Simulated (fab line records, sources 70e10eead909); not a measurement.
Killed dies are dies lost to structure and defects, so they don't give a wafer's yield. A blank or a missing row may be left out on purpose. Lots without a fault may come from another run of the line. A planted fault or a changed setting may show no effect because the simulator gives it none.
Chamber matching -- flow nand_harc -- NHARC_HYBRID_BOND_ACTIVATE_00 on rie_diel-10 has 4 sister chambers
The step chemistry N2, time 60 s. 8 wafers are shown with their chamber, then 11 later ones without.

## WAFERS WITH THEIR CHAMBER
wafer,chamber,rf_vpp_V (V),oes_product_au (a.u.)
L105.3,1,63.4,0.983
L105.6,3,65.0,0.985
L106.3,0,65.8,0.996
L106.6,0,63.5,0.998
L108.1,2,64.2,1.004
L108.2,1,65.5,0.982
L108.6,3,64.4,0.984
L107.2,2,64.1,1.004

## WAFERS MISSING THEIR CHAMBER
wafer,rf_vpp_V (V),oes_product_au (a.u.)
L107.3,64.7,0.999
L107.6,65.1,0.993
L109.2,65.2,0.990
L109.3,63.9,0.998
L109.6,63.7,0.986
L113.1,62.1,1.004
L113.2,63.1,1.006
L113.5,62.5,1.012
L112.1,64.2,0.997
L112.2,63.2,1.007
L112.5,63.3,1.005

## WHICH CHAMBER EACH WENT THROUGH
wafer,from the rows above,in truth
L107.3,0,0
L107.6,0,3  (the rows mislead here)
L109.2,can't be placed: 3 or 0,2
L109.3,0,0
L109.6,3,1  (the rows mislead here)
L113.1,2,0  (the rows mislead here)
L113.2,2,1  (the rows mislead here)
L113.5,2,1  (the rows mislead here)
L112.1,0,0
L112.2,2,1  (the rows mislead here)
L112.5,2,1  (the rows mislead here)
Correctly placed: 3 of 11. Not placeable from these rows: 1 (in 0, the candidates include the true chamber). 7 placed wrongly.
How it was worked out, from the rows above alone: a wafer's distance from a chamber is the root of the sum, over the readings, of the square of ((its reading less the chamber's mean) divided by the reading's scatter). If the next closest chamber is less than 2 further off than the closest, the wafer can't be placed; otherwise it belongs to the closest. For every chamber, the mean is computed from those of its wafers that are shown. How the scatter is found: for the shown wafers, subtract from each reading the mean of its chamber, square and add these, divide the total by (wafers less chambers), then take the root.
